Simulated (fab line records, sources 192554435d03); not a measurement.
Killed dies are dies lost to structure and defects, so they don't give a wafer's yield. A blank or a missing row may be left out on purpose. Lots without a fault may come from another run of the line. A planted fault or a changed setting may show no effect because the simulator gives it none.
fab line records | flow n5_finfet
record lots=24 wafers=72 last_day=18
route steps=1938 shown BEOL_M5@1137
lots that met no fault: from a run of the same line without faults
start_h: hours from the record's first day to the start of the lot's first wafer shown | wait_h: hours since the lot's step before | " the same as in the row above | L1.1+2: a row that stands for several wafers | - no value, or no start given | * or withheld: withheld | < > ~ a bound
route shown NAME@n: a module of which the file shows steps, and the number in the route of the first | usual: mean/standard deviation of fault-free wafers | same: alike in all rows | chamber/n: place in a boat | sites: the reading at each site | _std_site: their standard deviation | _edge_site: outer sites' mean less inner sites' | radius_mm: how far each site lies from the wafer's centre | mask NAME#n: copy n | behind: the tool/chamber that last shaped the wafer | hold: why the lot was held/for how many hours/how that ended | device: the transistor (n, p or np) that didn't switch | end of line: the same wafers' tests at the end of the route | a step without rows: its recipe alone | killed: dies lost to structure and defects at the first sort, not the wafer's yield | map: a wafer's dies, x killed, . not, _ none there
set.NAME: the setting as run; set.NAME@STEP: as run at that earlier step | model.NAME: the simulator's own value behind a step, which no gauge read
steps of the route over a sample of lots; a table a step, a row a wafer
services: from which hour (start_h, from the record's first day; less than 0 if before it) a tool's chamber was out of use, for how many hours, and why
## steps
# step N5_BEOL_M5_STRIP_19
# recipe chemistry=O2 power_w=400 temp_c=40 pressure_mtorr=30 rf_frequency_hz=6e+07 bias_power_w=0 overash_fraction=0.2 o2_flow_sccm=225
# usual drypump_motor_current_A=5.9/0.44 oes_product_au=0.76/0.084 rf_vpp_V=3.6/0.49 showerhead_plenum_p_Torr=2.10/0.09 throttle_valve_pct=16.7/0.33
# columns lot.wafer tool chamber start_h wait_h drypump_motor_current_A oes_product_au rf_hours_counter_h rf_vpp_V showerhead_plenum_p_Torr throttle_valve_pct
L074.2 rie_diel-01 3 176.69 0.1 6.0 0.66 231 3.5 1.99 16.7
L074.3 " 0 " " 5.6 0.88 27 4.0 2.12 16.0
L074.5 " 0 " " 5.6 0.89 - 3.9 2.12 16.0
L075.3 rie_diel-06 1 176.81 0.1 6.4 0.90 38 3.3 2.07 16.5
L075.5 " 0 " " 6.8 0.69 - 3.2 2.18 16.9
L075.6 " 3 " " 5.7 0.92 - 3.0 2.07 16.6
L076.1 rie_diel-06 2 180.34 0.1 6.1 0.71 188 3.8 2.02 17.2
L076.2 " 1 " " 6.5 0.90 39 3.7 2.07 16.5
L076.5 " 3 " " 5.7 0.91 - 5.0 2.07 16.6
L077.3 rie_diel-02 2 186.28 0.1 5.1 0.80 85 4.5 2.11 16.7
L077.4 " 0 " " 5.8 0.72 188 4.7 2.19 16.8
L077.6 " 0 " " 5.8 0.71 - 3.6 2.19 16.8
L078.1 rie_diel-06 0 189.80 0.1 6.8 0.70 193 2.9 2.18 16.8
L078.3 " 2 " " 6.1 0.70 190 3.2 2.02 17.2
L078.5 " 0 " " 6.8 0.70 - 3.5 2.18 16.8
L079.4 rie_diel-06 3 199.64 0.1 5.8 0.89 39 4.1 2.06 16.6
L079.5 " 0 " " 6.8 0.70 - 3.9 2.18 16.8
L079.6 " 1 " " 6.5 0.89 - 4.5 2.07 16.5
L081.1 rie_diel-06 0 208.61 0.2 6.8 0.70 200 4.4 2.18 16.8
L081.2 " 3 " " 5.7 0.89 41 3.5 2.06 16.6
L081.6 " 0 " " 6.7 0.70 - 3.8 2.18 16.8
L080.2 rie_diel-01 0 211.54 0.1 5.7 0.87 38 3.6 2.12 16.0
L080.3 " 3 " " 6.0 0.67 238 3.6 1.99 16.7
L080.4 " 2 " " 5.5 0.72 221 3.6 1.96 16.5
L083.4 rie_diel-01 1 216.98 0.2 5.5 0.72 - 4.4 2.20 17.0
L083.5 " 2 " " 5.5 0.72 - 3.9 1.96 16.5
L083.6 " 0 " " 5.6 0.85 - 3.4 2.12 16.1
L082.1 rie_diel-06 3 226.61 0.3 5.8 0.88 47 3.9 2.06 16.6
L082.4 " 0 " " 6.8 0.71 206 4.5 2.18 16.9
L082.6 " 1 " " 6.5 0.88 - 2.9 2.06 16.5
L084.4 rie_diel-02 0 230.14 0.1 5.8 0.70 - 3.1 2.18 16.8
L084.5 " 3 " " 6.2 0.70 - 4.1 1.99 17.0
L084.6 " 1 " " 5.7 0.86 - 3.9 2.23 16.3
L085.1 rie_diel-01 1 233.51 0.2 5.5 0.72 205 3.3 2.20 17.1
L085.4 " 2 " " 5.5 0.71 230 4.2 1.96 16.5
L085.5 " 1 " " 5.5 0.72 - 4.4 2.20 17.1
L087.2 rie_diel-02 0 241.58 0.1 5.8 0.70 206 4.2 2.18 16.8
L087.4 " 2 " " 5.0 0.79 96 3.6 2.11 16.7
L087.5 " 2 " " 5.1 0.79 - 3.6 2.11 16.7
L086.2 rie_diel-06 3 241.92 0.1 5.8 0.88 51 3.9 2.06 16.6
L086.3 " 2 " " 6.1 0.70 205 3.0 2.01 17.3
L086.6 " 1 " " 6.5 0.87 - 3.5 2.06 16.5
L088.1 rie_diel-01 0 259.75 0.1 5.7 0.83 56 3.1 2.11 16.1
L088.2 " 1 " " 5.5 0.70 214 3.8 2.19 17.1
L088.4 " 3 " " 6.1 0.64 247 3.3 1.98 16.8
L090.1 rie_diel-02 2 261.12 0.2 5.1 0.79 103 3.3 2.11 16.7
L090.4 " 0 " " 5.8 0.69 212 2.5 2.18 16.8
L090.5 " 0 " " 5.8 0.69 - 5.2 2.18 16.8
L089.2 rie_diel-01 0 262.43 0.1 5.7 0.84 58 3.8 2.11 16.1
L089.4 " 2 " " 5.4 0.71 239 4.8 1.95 16.6
L089.5 " 1 " " 5.5 0.71 - 3.4 2.19 17.1
L091.2 rie_diel-01 0 278.67 0.1 5.7 0.84 63 3.6 2.11 16.1
L091.3 " 1 " " 5.5 0.70 221 4.1 2.19 17.1
L091.5 " 0 " " 5.7 0.82 - 3.7 2.11 16.1
L093.1 rie_diel-02 1 279.83 0.1 5.7 0.83 60 4.4 2.23 16.3
L093.2 " 3 " " 6.2 0.68 247 3.1 1.99 17.0
L093.3 " 2 " " 5.1 0.78 109 4.4 2.10 16.7
L094.2 rie_diel-02 2 286.03 0.2 5.1 0.78 111 4.3 2.10 16.7
L094.4 " 1 " " 5.7 0.83 61 3.6 2.23 16.3
L094.5 " 2 " " 5.1 0.77 - 3.9 2.10 16.7
L092.2 rie_diel-06 3 286.23 0.1 5.8 0.85 65 3.6 2.06 16.6
L092.4 " 1 " " 6.5 0.86 67 3.7 2.06 16.5
L092.6 " 2 " " 6.1 0.70 - 3.8 2.01 17.3
L095.2 rie_diel-02 3 287.47 0.1 6.2 0.68 250 4.2 1.99 17.0
L095.3 " 2 " " 5.1 0.77 112 3.7 2.10 16.7
L095.4 " 0 " " 5.8 0.69 220 3.3 2.17 16.8
L096.2 rie_diel-01 1 305.34 0.1 5.5 0.70 231 4.3 2.19 17.1
L096.3 " 3 " " 6.0 0.94 7 3.2 2.24 16.3
L096.6 " 3 " " 6.1 0.94 - 3.0 2.24 16.3
L097.2 rie_diel-01 0 314.73 0.1 5.6 0.81 78 3.9 2.10 16.1
L097.4 " 1 " " 5.5 0.70 - 3.6 2.18 17.1
L097.6 " 0 " " 5.6 0.80 - 3.8 2.10 16.1
# step N5_BEOL_M5_DESCUM_33
# recipe chemistry=O2 time_s=7 source_power_w=50 bias_power_w=20 pressure_mtorr=20 rf_frequency_hz=2.712e+07 temp_c=40 resist=CAR-EUV o2_flow_sccm=225
# usual drypump_motor_current_A=5.8/0.43 oes_product_au=0.77/0.086 rf_vpp_V=243.3/1.6 showerhead_plenum_p_Torr=2.11/0.09 throttle_valve_pct=20.4/0.36
# columns lot.wafer tool chamber start_h wait_h drypump_motor_current_A oes_product_au rf_hours_counter_h rf_vpp_V showerhead_plenum_p_Torr throttle_valve_pct
L074.2 rie_diel-02 3 179.28 0.4 6.2 0.71 213 241.9 1.99 20.7
L074.3 " 0 " " 5.8 0.72 186 245.3 2.18 20.5
L074.5 " 3 " " 6.2 0.71 - 242.3 1.99 20.7
L075.3 rie_diel-06 1 179.29 0.2 6.5 0.89 38 242.8 2.06 20.3
L075.5 " 0 " " 6.8 0.70 - 245.7 2.18 20.6
L075.6 " 1 " " 6.5 0.90 - 242.3 2.06 20.4
L076.1 rie_diel-02 2 184.47 0.1 5.1 0.81 84 243.5 2.11 20.4
L076.2 " 0 " " 5.8 0.72 188 244.2 2.18 20.5
L076.5 " 2 " " 5.1 0.81 - 243.2 2.11 20.4
L077.3 rie_diel-02 2 188.73 0.0 5.1 0.81 85 243.8 2.11 20.4
L077.4 " 0 " " 5.8 0.71 189 244.6 2.18 20.5
L077.6 " 1 " " 5.7 0.88 - 246.3 2.24 20.0
L078.1 rie_diel-02 3 192.73 0.1 6.2 0.71 217 241.7 1.99 20.7
L078.3 " 2 " " 5.1 0.80 86 242.9 2.11 20.5
L078.5 " 1 " " 5.7 0.88 - 244.8 2.23 20.0
L079.4 rie_diel-01 1 203.24 0.0 5.5 0.72 - 244.0 2.20 20.9
L079.5 " 0 " " 5.7 0.88 - 242.4 2.11 19.7
L079.6 " 2 " " 5.4 0.72 - 241.2 1.95 20.2
L081.1 rie_diel-01 1 209.12 0.0 5.5 0.73 196 243.8 2.19 20.9
L081.2 " 3 " " 6.0 0.66 237 241.4 1.98 20.4
L081.6 " 1 " " 5.5 0.73 - 243.9 2.19 20.9
L080.2 rie_diel-02 1 212.06 0.0 5.8 0.87 37 245.6 2.23 20.0
L080.3 " 0 " " 5.8 0.71 195 245.7 2.18 20.5
L080.4 " 2 " " 5.1 0.80 93 242.1 2.11 20.5
L083.4 rie_diel-01 1 219.67 0.1 5.5 0.72 - 243.8 2.19 20.9
L083.5 " 2 " " 5.4 0.71 - 241.6 1.95 20.2
L083.6 " 0 " " 5.7 0.85 - 243.8 2.11 19.7
L082.1 rie_diel-02 1 228.62 0.3 5.8 0.86 43 245.0 2.23 20.0
L082.4 " 3 " " 6.2 0.70 - 240.1 1.99 20.7
L082.6 " 1 " " 5.8 0.85 - 245.2 2.23 20.0
L084.4 rie_diel-02 2 230.84 0.0 5.1 0.80 93 244.0 2.11 20.5
L084.5 " 3 " " 6.2 0.69 - 239.8 1.99 20.7
L084.6 " 0 " " 5.8 0.71 - 244.7 2.18 20.6
L085.1 rie_diel-06 0 234.02 0.0 6.8 0.69 208 243.4 2.17 20.6
L085.4 " 1 " " 6.5 0.87 51 241.3 2.06 20.4
L085.5 " 0 " " 6.8 0.70 - 245.3 2.17 20.7
L087.2 rie_diel-06 0 242.29 0.1 6.8 0.69 210 245.3 2.17 20.6
L087.4 " 1 " " 6.5 0.88 53 243.0 2.06 20.4
L087.5 " 1 " " 6.5 0.88 - 240.9 2.06 20.4
L086.2 rie_diel-02 1 242.93 0.3 5.7 0.85 48 246.1 2.23 20.0
L086.3 " 2 " " 5.0 0.79 97 242.5 2.10 20.5
L086.6 " 1 " " 5.7 0.85 - 246.2 2.23 20.0
L088.1 rie_diel-01 1 260.26 0.0 5.5 0.70 214 243.7 2.19 20.9
L088.2 " 0 " " 5.6 0.83 57 243.1 2.11 19.7
L088.4 " 2 " " 5.4 0.71 238 241.6 1.95 20.2
L090.1 rie_diel-01 1 262.04 0.3 5.5 0.70 215 243.5 2.19 20.9
L090.4 " 2 " " 5.5 0.71 239 239.1 1.95 20.2
L090.5 " 0 " " 5.7 0.84 - 243.2 2.11 19.7
L089.2 rie_diel-02 2 263.69 0.2 5.1 0.79 104 244.4 2.10 20.5
L089.4 " 0 " " 5.8 0.69 213 245.2 2.17 20.6
L089.5 " 2 " " 5.1 0.79 - 244.7 2.10 20.5
L091.2 rie_diel-01 1 280.35 0.0 5.5 0.70 222 244.8 2.18 20.9
L091.3 " 2 " " 5.4 0.70 246 241.2 1.95 20.3
L091.5 " 2 " " 5.4 0.70 - 240.8 1.95 20.2
L093.1 rie_diel-02 3 280.82 0.4 6.2 0.68 248 241.6 1.98 20.7
L093.2 " 0 " " 5.8 0.69 218 245.2 2.17 20.6
L093.3 " 1 " " 5.8 0.83 60 244.5 2.22 20.0
L094.2 rie_diel-01 2 286.71 0.1 5.4 0.70 249 241.3 1.94 20.3
L094.4 " 3 " " 6.0 0.98 1 245.3 2.24 20.0
L094.5 " 3 " " 6.0 0.99 - 245.0 2.24 20.0
L092.2 rie_diel-06 3 287.10 0.4 5.8 0.86 65 241.5 2.05 20.5
L092.4 " 0 " " 6.7 0.68 224 244.5 2.17 20.6
L092.6 " 3 " " 5.7 0.85 - 242.6 2.05 20.5
L095.2 rie_diel-02 0 290.23 0.1 5.8 0.69 221 244.4 2.17 20.6
L095.3 " 1 " " 5.7 0.83 62 243.6 2.22 20.0
L095.4 " 1 " " 5.8 0.83 - 243.6 2.22 20.0
L096.2 rie_diel-06 2 305.97 0.0 6.1 0.69 225 240.3 2.00 21.0
L096.3 " 3 " " 5.8 0.85 71 241.8 2.05 20.5
L096.6 " 3 " " 5.8 0.85 - 242.0 2.05 20.5
L097.2 rie_diel-01 0 319.37 0.0 5.6 0.80 79 244.9 2.10 19.8
L097.4 " 2 " " 5.4 1.04 0 244.7 2.20 19.8
L097.6 " 2 " " 5.4 1.04 - 245.8 2.20 19.7
# step N5_BEOL_M5_ETCH_41
# recipe chemistry=CH3F/O2 target=SiCN target_depth_a=315 taper_deg=2 time_s=56.7 ion_energy_ev=120 mask_material=TiN pressure_mtorr=30 source_w=395 bias_w=75 Ar_flow_sccm=150 CH3F_flow_sccm=30 O2_flow_sccm=20
# usual drypump_motor_current_A=5.8/0.43 oes_product_au=0.76/0.089 rf_vpp_V=297.6/1.9 showerhead_plenum_p_Torr=2.01/0.078 throttle_valve_pct=16.27/0.28
# columns lot.wafer tool chamber start_h wait_h drypump_motor_current_A oes_product_au rf_hours_counter_h rf_vpp_V showerhead_plenum_p_Torr throttle_valve_pct
L074.2 rie_diel-02 3 - - 6.2 0.71 213 294.7 1.91 16.63
L074.3 " 0 " " 5.8 0.69 186 300.4 2.05 16.21
L074.5 " 3 " " 6.2 0.71 - 295.4 1.91 16.63
L075.3 rie_diel-06 1 - - 6.5 0.89 38 296.5 1.96 16.06
L075.5 " 0 " " 6.7 0.68 - 298.3 2.06 16.36
L075.6 " 1 " " 6.5 0.89 - 295.2 1.96 16.07
L076.1 rie_diel-02 2 - - 5.1 0.79 84 297.2 2.03 16.35
L076.2 " 0 " " 5.8 0.68 188 297.8 2.05 16.22
L076.5 " 2 " " 5.1 0.79 - 297.0 2.03 16.38
L077.3 rie_diel-02 2 - - 5.1 0.78 85 297.1 2.03 16.37
L077.4 " 0 " " 5.8 0.68 189 299.6 2.05 16.23
L077.6 " 1 " " 5.8 0.88 - 299.8 2.13 15.88
L078.1 rie_diel-02 3 - - 6.2 0.70 217 295.4 1.91 16.63
L078.3 " 2 " " 5.1 0.78 86 296.6 2.03 16.38
L078.5 " 1 " " 5.8 0.87 - 299.2 2.13 15.89
L079.4 rie_diel-01 1 - - 5.5 0.72 - 300.0 2.06 16.49
L079.5 " 0 " " 5.7 0.88 - 297.5 2.05 15.84
L079.6 " 2 " " 5.4 0.71 - 294.4 1.90 16.31
L081.1 rie_diel-01 1 - - 5.5 0.73 196 297.5 2.06 16.50
L081.2 " 3 " " 6.0 0.66 237 296.7 1.87 16.26
L081.6 " 1 " " 5.5 0.71 - 297.1 2.06 16.50
L080.2 rie_diel-02 0 - - 5.8 0.69 195 299.9 2.04 16.23
L080.3 " 3 " " 6.2 0.71 223 295.2 1.91 16.64
L080.4 " 1 " " 5.7 0.87 - 300.2 2.13 15.88
L083.4 rie_diel-01 1 - - 5.5 0.72 - 298.1 2.06 16.51
L083.5 " 2 " " 5.4 0.71 - 296.4 1.89 16.32
L083.6 " 0 " " 5.6 0.86 - 297.6 2.04 15.84
L082.1 rie_diel-02 1 - - 5.7 0.86 43 299.3 2.12 15.90
L082.4 " 3 " " 6.2 0.70 - 295.4 1.91 16.64
L082.6 " 1 " " 5.7 0.86 - 299.4 2.12 15.90
L084.4 rie_diel-02 2 - - 5.1 0.77 93 296.9 2.02 16.38
L084.5 " 3 " " 6.2 0.69 - 295.6 1.91 16.65
L084.6 " 0 " " 5.8 0.67 - 298.4 2.04 16.26
L085.1 rie_diel-06 0 - - 6.8 0.68 208 299.4 2.05 16.39
L085.4 " 1 " " 6.5 0.86 52 294.9 1.96 16.08
L085.5 " 0 " " 6.8 0.68 - 297.4 2.05 16.37
L087.2 rie_diel-06 0 - - 6.8 0.69 210 299.0 2.05 16.37
L087.4 " 1 " " 6.5 0.87 54 296.5 1.96 16.08
L087.5 " 1 " " 6.5 0.86 - 297.5 1.96 16.09
L086.2 rie_diel-02 1 - - 5.8 0.86 48 298.9 2.12 15.91
L086.3 " 2 " " 5.1 0.77 97 296.8 2.02 16.40
L086.6 " 1 " " 5.7 0.84 - 298.8 2.12 15.93
L088.1 rie_diel-01 1 - - 5.5 0.70 214 299.0 2.06 16.55
L088.2 " 0 " " 5.7 0.85 57 298.4 2.04 15.86
L088.4 " 2 " " 5.4 0.71 238 293.5 1.89 16.37
L090.1 rie_diel-01 1 - - 5.5 0.71 215 299.5 2.06 16.52
L090.4 " 2 " " 5.5 0.71 239 295.2 1.89 16.37
L090.5 " 0 " " 5.6 0.85 - 298.1 2.04 15.87
L089.2 rie_diel-02 2 - - 5.1 0.77 104 296.8 2.02 16.41
L089.4 " 0 " " 5.8 0.67 213 298.9 2.04 16.28
L089.5 " 2 " " 5.1 0.77 - 298.5 2.02 16.41
L091.2 rie_diel-01 1 - - 5.5 0.69 222 300.6 2.05 16.56
L091.3 " 2 " " 5.5 0.70 246 297.5 1.89 16.36
L091.5 " 2 " " 5.4 0.70 - 296.0 1.89 16.36
L093.1 rie_diel-02 3 - - 6.2 0.68 248 294.3 1.90 16.69
L093.2 " 0 " " 5.8 0.66 218 298.5 2.04 16.29
L093.3 " 1 " " 5.8 0.82 60 300.8 2.12 15.93
L094.2 rie_diel-01 2 - - 5.4 0.69 249 296.4 1.89 16.37
L094.4 " 3 " " 6.1 0.97 1 301.9 2.12 15.79
L094.5 " 3 " " 6.0 0.97 - 299.2 2.12 15.80
L092.2 rie_diel-06 3 - - 5.7 0.84 65 296.0 1.96 16.27
L092.4 " 0 " " 6.7 0.67 224 298.6 2.04 16.43
L092.6 " 3 " " 5.8 0.83 - 296.3 1.96 16.24
L095.2 rie_diel-02 0 - - 5.8 0.66 221 294.9 2.04 16.30
L095.3 " 1 " " 5.7 0.84 63 300.9 2.12 15.93
L095.4 " 1 " " 5.7 0.84 - 298.3 2.12 15.93
L096.2 rie_diel-06 2 - - 6.1 0.68 225 295.6 1.89 16.78
L096.3 " 3 " " 5.7 0.84 71 296.3 1.95 16.26
L096.6 " 3 " " 5.7 0.83 - 296.9 1.95 16.26
L097.2 rie_diel-01 0 - - 5.6 0.83 79 298.1 2.03 15.91
L097.4 " 2 " " 5.4 1.02 0 300.8 2.14 15.83
L097.6 " 2 " " 5.4 1.02 - 299.2 2.14 15.86
# step N5_BEOL_M5_CD_MEAS_35
# recipe target_cd_nm=28 target_cd_y_nm=24 polarity=opening
# usual cd_nm=28.1/0.4
# columns lot.wafer tool chamber start_h wait_h cd_nm
L074.2 cd_sem-03 - 179.85 0.0 27.9
L074.3 " - " " 29.0
L074.5 " - " " 28.7
L075.3 cd_sem-03 - 179.86 0.0 27.4
L075.5 " - " " 28.2
L075.6 " - " " 27.7
L076.1 cd_sem-02 - 185.04 0.0 27.4
L076.2 " - " " 28.4
L076.5 " - " " 27.8
L077.3 cd_sem-01 - 189.30 0.0 28.2
L077.4 " - " " 28.2
L077.6 " - " " 28.9
L078.1 cd_sem-01 - 193.30 0.0 28.3
L078.3 " - " " 27.8
L078.5 " - " " 28.0
L079.4 cd_sem-03 - 203.80 0.0 27.7
L079.5 " - " " 27.6
L079.6 " - " " 28.0
L081.1 cd_sem-01 - 209.70 0.0 28.3
L081.2 " - " " 28.0
L081.6 " - " " 27.5
L080.2 cd_sem-01 - 212.64 0.0 27.5
L080.3 " - " " 27.6
L080.4 " - " " 27.5
L083.4 cd_sem-01 - 220.24 0.0 28.8
L083.5 " - " " 28.5
L083.6 " - " " 28.2
L082.1 cd_sem-02 - 229.20 0.0 27.9
L082.4 " - " " 28.3
L082.6 " - " " 28.1
L084.4 cd_sem-01 - 231.51 0.0 27.9
L084.5 " - " " 28.2
L084.6 " - " " 27.8
L085.1 cd_sem-01 - 234.60 0.0 28.2
L085.4 " - " " 28.3
L085.5 " - " " 28.2
L087.2 cd_sem-02 - 242.87 0.0 28.4
L087.4 " - " " 28.3
L087.5 " - " " 27.9
L086.2 cd_sem-03 - 243.51 0.0 27.5
L086.3 " - " " 27.8
L086.6 " - " " 28.1
L088.1 cd_sem-03 - 260.83 0.0 28.4
L088.2 " - " " 28.6
L088.4 " - " " 27.6
L090.1 cd_sem-01 - 262.61 0.0 28.5
L090.4 " - " " 28.2
L090.5 " - " " 27.5
L089.2 cd_sem-03 - 264.26 0.0 28.9
L089.4 " - " " 27.3
L089.5 " - " " 28.2
L091.2 cd_sem-03 - 280.93 0.0 28.9
L091.3 " - " " 28.7
L091.5 " - " " 28.2
L093.1 cd_sem-02 - 281.39 0.0 28.1
L093.2 " - " " 28.2
L093.3 " - " " 28.2
L094.2 cd_sem-01 - 287.28 0.0 28.4
L094.4 " - " " 28.5
L094.5 " - " " 28.0
L092.2 cd_sem-03 - 287.67 0.0 28.2
L092.4 " - " " 27.7
L092.6 " - " " 27.9
L095.2 cd_sem-03 - 290.80 0.0 27.9
L095.3 " - " " 28.1
L095.4 " - " " 28.2
L096.2 cd_sem-03 - 306.54 0.0 28.3
L096.3 " - " " 28.5
L096.6 " - " " 28.0
L097.2 cd_sem-02 - 319.95 0.0 27.7
L097.4 " - " " 28.2
L097.6 " - " " 27.6
# step N5_BEOL_M5_ANNEAL_89
# recipe temp_c=400 time_s=1800 ambient=vacuum
# usual heater_power_w=893/97
# columns lot.wafer tool chamber start_h wait_h heater_power_w
L074.2 pvd_sputter-03 - 184.51 0.0 960
L074.3 " - " " 1047
L074.5 " - " " 858
L075.3 pvd_sputter-02 - 184.78 0.0 907
L075.5 " - " " 895
L075.6 " - " " 1003
L076.1 pvd_sputter-03 - 189.58 0.0 1023
L076.2 " - " " 977
L076.5 " - " " 779
L077.3 pvd_sputter-02 - 194.31 0.0 893
L077.4 " - " " 783
L077.6 " - " " 903
L078.1 pvd_sputter-03 - 198.31 0.0 1029
L078.3 " - " " 990
L078.5 " - " " 1010
L079.4 pvd_sputter-02 - 208.22 0.0 916
L079.5 " - " " 868
L079.6 " - " " 1013
L081.1 pvd_sputter-02 - 214.37 0.0 1031
L081.2 " - " " 877
L081.6 " - " " 1056
L080.2 pvd_sputter-01 - 217.53 0.0 912
L080.3 " - " " 810
L080.4 " - " " 672
L083.4 pvd_sputter-03 - 225.07 0.0 1040
L083.5 " - " " 1040
L083.6 " - " " 987
L082.1 pvd_sputter-02 - 234.12 0.0 918
L082.4 " - " " 859
L082.6 " - " " 908
L084.4 pvd_sputter-03 - 236.07 0.0 773
L084.5 " - " " 867
L084.6 " - " " 1009
L085.1 pvd_sputter-03 - 240.50 0.0 1009
L085.4 " - " " 878
L085.5 " - " " 1057
L087.2 pvd_sputter-01 - 247.45 0.0 849
L087.4 " - " " 675
L087.5 " - " " 820
L086.2 pvd_sputter-02 - 248.93 0.0 907
L086.3 " - " " 839
L086.6 " - " " 1010
L088.1 pvd_sputter-02 - 265.54 0.0 896
L088.2 " - " " 1009
L088.4 " - " " 768
L090.1 pvd_sputter-01 - 267.51 0.0 802
L090.4 " - " " 673
L090.5 " - " " 914
L089.2 pvd_sputter-03 - 269.04 0.0 1034
L089.4 " - " " 800
L089.5 " - " " 882
L091.2 pvd_sputter-02 - 285.65 0.0 920
L091.3 " - " " 854
L091.5 " - " " 776
L093.1 pvd_sputter-03 - 285.89 0.0 1030
L093.2 " - " " 871
L093.3 " - " " 1000
L094.2 pvd_sputter-01 - 293.37 0.0 907
L094.4 " - " " 849
L094.5 " - " " 921
L092.2 pvd_sputter-02 - 293.87 0.0 784
L092.4 " - " " 833
L092.6 " - " " 931
L095.2 pvd_sputter-03 - 297.70 0.0 1024
L095.3 " - " " 972
L095.4 " - " " 877
L096.2 pvd_sputter-03 - 311.53 0.0 869
L096.3 " - " " 984
L096.6 " - " " 853
L097.2 pvd_sputter-03 - 325.63 0.0 785
L097.4 " - " " 866
L097.6 " - " " 996
# step N5_BEOL_M5_PRE_CLEAN_77
# recipe gas=NH3/H2 time_s=15 temp_c=* rf_power_w=300
# usual heater_power_w=73/8.4
# columns lot.wafer tool chamber start_h wait_h heater_power_w
L074.2 cvd_co-01 0 186.38 0.1 80
L074.3 " 1 " " 74
L074.5 " 1 " " 76
L075.3 cvd_co-01 0 186.72 0.0 79
L075.5 " 2 " " 74
L075.6 " 1 " " 70
L076.1 cvd_co-01 2 191.42 0.0 74
L076.2 " 1 " " 73
L076.5 " 0 " " 79
L077.3 cvd_co-02 1 196.43 0.0 74
L077.4 " 2 " " 57
L077.6 " 1 " " 74
L078.1 cvd_co-01 1 200.35 0.2 71
L078.3 " 0 " " 78
L078.5 " 2 " " 74
L079.4 cvd_co-02 2 210.10 0.1 55
L079.5 " 0 " " 82
L079.6 " 1 " " 74
L081.1 cvd_co-01 2 216.21 0.0 74
L081.2 " 0 " " 80
L081.6 " 0 " " 80
L080.2 cvd_co-02 1 219.37 0.0 73
L080.3 " 0 " " 82
L080.4 " 1 " " 73
L083.4 cvd_co-02 1 226.93 0.1 72
L083.5 " 0 " " 81
L083.6 " 2 " " 56
L082.1 cvd_co-01 1 235.96 0.0 73
L082.4 " 0 " " 80
L082.6 " 1 " " 73
L084.4 cvd_co-02 0 237.93 0.1 83
L084.5 " 2 " " 57
L084.6 " 1 " " 75
L085.1 cvd_co-02 0 242.34 0.0 84
L085.4 " 0 " " 83
L085.5 " 1 " " 76
L087.2 cvd_co-01 1 249.30 0.0 74
L087.4 " 0 " " 80
L087.5 " 2 " " 76
L086.2 cvd_co-01 1 250.86 0.0 73
L086.3 " 2 " " 76
L086.6 " 0 " " 80
L088.1 cvd_co-02 0 267.38 0.0 82
L088.2 " 2 " " 56
L088.4 " 1 " " 73
L090.1 cvd_co-02 0 269.48 0.0 83
L090.4 " 0 " " 82
L090.5 " 1 " " 73
L089.2 cvd_co-01 0 271.26 0.0 79
L089.4 " 0 " " 80
L089.5 " 2 " " 75
L093.1 cvd_co-01 0 287.98 0.0 80
L093.2 " 2 " " 74
L093.3 " 1 " " 75
L091.2 cvd_co-01 1 288.24 0.0 74
L091.3 " 0 " " 81
L091.5 " 1 " " 74
L094.2 cvd_co-02 1 295.48 0.0 73
L094.4 " 0 " " 81
L094.5 " 2 " " 56
L092.2 cvd_co-02 0 295.77 0.0 84
L092.4 " 0 " " 82
L092.6 " 1 " " 73
L095.2 cvd_co-02 1 299.68 0.2 73
L095.3 " 2 " " 57
L095.4 " 0 " " 82
L096.2 cvd_co-02 2 315.01 0.0 56
L096.3 " 1 " " 76
L096.6 " 1 " " 74
L097.2 cvd_co-01 1 327.68 0.0 71
L097.4 " 2 " " 76
L097.6 " 1 " " 74
## services
# columns tool chamber start_h hours kind
rie_diel-02 1 176.33 5.3 repair
cvd_co-02 0 182.88 9.2 repair
rie_diel-01 3 198.80 7.3 repair
rie_diel-01 3 211.77 18.5 repair
cvd_co-02 - 220.65 2.8 pm
rie_diel-01 3 268.96 - clean
rie_diel-01 3 268.96 - consumable_replace:focus_ring
rie_diel-01 3 268.96 - consumable_replace:showerhead
rie_diel-01 3 268.96 16.1 scheduled_down
rie_diel-01 3 268.96 16.1 vent_cycle
cvd_co-01 - 269.72 1.0 repair
rie_diel-02 3 289.51 - clean
rie_diel-02 3 289.51 - consumable_replace:focus_ring
rie_diel-02 3 289.51 - consumable_replace:showerhead
rie_diel-02 3 289.51 19.7 scheduled_down
rie_diel-02 3 289.51 19.7 vent_cycle
rie_diel-01 2 294.63 - clean
rie_diel-01 2 294.63 - consumable_replace:focus_ring
rie_diel-01 2 294.63 - consumable_replace:showerhead
rie_diel-01 2 294.63 22.6 scheduled_down
rie_diel-01 2 294.63 22.6 vent_cycle
rie_diel-06 2 307.54 9.9 repair
## key
fault none
